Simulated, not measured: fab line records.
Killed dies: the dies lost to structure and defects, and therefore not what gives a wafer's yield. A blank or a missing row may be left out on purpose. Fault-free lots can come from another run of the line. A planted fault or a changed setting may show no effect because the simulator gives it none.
Split-lot trial / flow n5 finfet / on a route of 1938 steps: 7 lots, 21 wafers read

== SPLIT DETAILS ==
At N5_DUMMY_GATE_ETCH_31 (etches SiO2 in C4F6/O2, target depth 82.5 nm, time 27.5 s), the setting target depth a was moved away from the recipe's 825 angstrom on 7 of the 21 wafers read, by -7.6% to +10.6%. All remaining wafers had this setting at the recipe value.

Reading taken at the split's own step.

== THE READING ==
SOC_of_DUMMY_GATE_COAT_34.thk nm (the simulator's own value, which no gauge read), in nm, at N5_DUMMY_GATE_ETCH_31 (etches SiO2 in C4F6/O2, target depth 82.5 nm, time 27.5 s). The file gives no usual value for it. Here, 14 wafers ran the recipe; their average is 51.8 nm with a standard deviation of 0.13 nm.

wafer=L086.3; tool, chamber at the split=rie diel-04, 2; target depth a as run, angstrom=882.2; against the recipe=+6.9%; SOC_of_DUMMY_GATE_COAT_34.thk nm, nm=51; against lot-mates on the recipe=-0.6
wafer=L086.4; tool, chamber at the split=rie diel-04, 3; target depth a as run, angstrom=825; against the recipe=recipe; SOC_of_DUMMY_GATE_COAT_34.thk nm, nm=51.6; against lot-mates on the recipe=-
wafer=L086.6; tool, chamber at the split=rie diel-04, 2; target depth a as run, angstrom=882.2; against the recipe=+6.9%; SOC_of_DUMMY_GATE_COAT_34.thk nm, nm=51.2; against lot-mates on the recipe=-0.4
wafer=L087.1; tool, chamber at the split=rie diel-05, 1,2; target depth a as run, angstrom=762; against the recipe=-7.6%; SOC_of_DUMMY_GATE_COAT_34.thk nm, nm=52.2; against lot-mates on the recipe=+0.6
wafer=L087.3; tool, chamber at the split=rie diel-05, 1,2; target depth a as run, angstrom=762; against the recipe=-7.6%; SOC_of_DUMMY_GATE_COAT_34.thk nm, nm=52.2; against lot-mates on the recipe=+0.6
wafer=L087.6; tool, chamber at the split=rie diel-05, 3; target depth a as run, angstrom=825; against the recipe=recipe; SOC_of_DUMMY_GATE_COAT_34.thk nm, nm=51.6; against lot-mates on the recipe=-
wafer=L088.3; tool, chamber at the split=rie diel-05, 2,1,2; target depth a as run, angstrom=825; against the recipe=recipe; SOC_of_DUMMY_GATE_COAT_34.thk nm, nm=51.8; against lot-mates on the recipe=-
wafer=L088.4; tool, chamber at the split=rie diel-05, 2,1,2; target depth a as run, angstrom=825; against the recipe=recipe; SOC_of_DUMMY_GATE_COAT_34.thk nm, nm=51.8; against lot-mates on the recipe=-
wafer=L088.5; tool, chamber at the split=rie diel-05, 2,1,2; target depth a as run, angstrom=825; against the recipe=recipe; SOC_of_DUMMY_GATE_COAT_34.thk nm, nm=51.8; against lot-mates on the recipe=-
wafer=L090.1; tool, chamber at the split=rie diel-04, 0,2; target depth a as run, angstrom=912.4; against the recipe=+10.6%; SOC_of_DUMMY_GATE_COAT_34.thk nm, nm=51; against lot-mates on the recipe=no lot-mate on the recipe
wafer=L090.5; tool, chamber at the split=rie diel-04, 0,2; target depth a as run, angstrom=912.4; against the recipe=+10.6%; SOC_of_DUMMY_GATE_COAT_34.thk nm, nm=51; against lot-mates on the recipe=no lot-mate on the recipe
wafer=L090.6; tool, chamber at the split=rie diel-04, 0; target depth a as run, angstrom=912.4; against the recipe=+10.6%; SOC_of_DUMMY_GATE_COAT_34.thk nm, nm=51.2; against lot-mates on the recipe=no lot-mate on the recipe
wafer=L093.2; tool, chamber at the split=rie diel-05, 2,3,0; target depth a as run, angstrom=825; against the recipe=recipe; SOC_of_DUMMY_GATE_COAT_34.thk nm, nm=51.8; against lot-mates on the recipe=-
wafer=L093.4; tool, chamber at the split=rie diel-05, 2,3,0; target depth a as run, angstrom=825; against the recipe=recipe; SOC_of_DUMMY_GATE_COAT_34.thk nm, nm=51.8; against lot-mates on the recipe=-
wafer=L093.5; tool, chamber at the split=rie diel-05, 2,3,0; target depth a as run, angstrom=825; against the recipe=recipe; SOC_of_DUMMY_GATE_COAT_34.thk nm, nm=51.8; against lot-mates on the recipe=-
wafer=L096.1; tool, chamber at the split=rie diel-02, 3,2,3; target depth a as run, angstrom=825; against the recipe=recipe; SOC_of_DUMMY_GATE_COAT_34.thk nm, nm=52; against lot-mates on the recipe=-
wafer=L096.2; tool, chamber at the split=rie diel-02, 3,2,3; target depth a as run, angstrom=825; against the recipe=recipe; SOC_of_DUMMY_GATE_COAT_34.thk nm, nm=52; against lot-mates on the recipe=-
wafer=L096.6; tool, chamber at the split=rie diel-02, 3,2,3; target depth a as run, angstrom=825; against the recipe=recipe; SOC_of_DUMMY_GATE_COAT_34.thk nm, nm=52; against lot-mates on the recipe=-
wafer=L097.4; tool, chamber at the split=rie diel-02, 2,3; target depth a as run, angstrom=825; against the recipe=recipe; SOC_of_DUMMY_GATE_COAT_34.thk nm, nm=52; against lot-mates on the recipe=-
wafer=L097.6; tool, chamber at the split=rie diel-02, 2,3; target depth a as run, angstrom=825; against the recipe=recipe; SOC_of_DUMMY_GATE_COAT_34.thk nm, nm=52; against lot-mates on the recipe=-
wafer=L097.5; tool, chamber at the split=rie diel-02, 0; target depth a as run, angstrom=825; against the recipe=recipe; SOC_of_DUMMY_GATE_COAT_34.thk nm, nm=51.8; against lot-mates on the recipe=-
When a row names more than one chamber, that row covers several wafers, and the file does not tell which wafer ran in which chamber.

FIT RESULTS
A straight line over all 21 wafers: SOC_of_DUMMY_GATE_COAT_34.thk nm changes by -0.0711 nm for each +1% of target depth a; r = -0.92; the points scatter about the line by 0.15 nm.
The same after taking each lot's own level away (the mean of its wafers on the recipe; 18 wafers): -0.0756 nm for each +1%; r = -0.98; scatter 0.055 nm.
That fit puts the effect of the largest move of target depth a on the reading at 0.8 nm.
From 51.60 to 52.00 nm: that is the span of the lots' own levels, equal to 3.0 times the standard deviation above.
So the lot-to-lot level changes the slope little: the two slopes agree.
Check: for one of the wafers moved furthest among these (-7.6%), held out of the fit, the line's prediction against its lot-mates is +0.574 nm. Against them it came out at +0.6 nm.

== THE OTHER SPLITS THESE WAFERS WENT THROUGH ==
Other splits were also applied to these wafers ahead of the reading. Each is held against what the fit with the lots' levels taken away leaves over:
other split on the same wafers=N5_ZERO_LAYER_EXPOSE_08 dose mj; wafers away from the commonest value=10; r with SOC_of_DUMMY_GATE_COAT_34.thk nm (lot level and that fit taken away)=-0.10
other split on the same wafers=N5_PMOS_HMC_CHANNEL_EPI_PEB_07 peb temp c; wafers away from the commonest value=4; r with SOC_of_DUMMY_GATE_COAT_34.thk nm (lot level and that fit taken away)=-0.09
other split on the same wafers=N5_FIN_CUT_COAT_19 spin rpm; wafers away from the commonest value=3; r with SOC_of_DUMMY_GATE_COAT_34.thk nm (lot level and that fit taken away)=+0.01
other split on the same wafers=N5_FIN_CUT_EXPOSE_05 dose mj; wafers away from the commonest value=6; r with SOC_of_DUMMY_GATE_COAT_34.thk nm (lot level and that fit taken away)=+0.08
other split on the same wafers=N5_DUMMY_GATE_DESCUM_20 time s; wafers away from the commonest value=10; r with SOC_of_DUMMY_GATE_COAT_34.thk nm (lot level and that fit taken away)=+0.12

== THE FILE'S OWN FIT ==
SOC_of_DUMMY_GATE_COAT_34.thk nm changes by -0.0757 nm for each +1% of target depth a, r = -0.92.
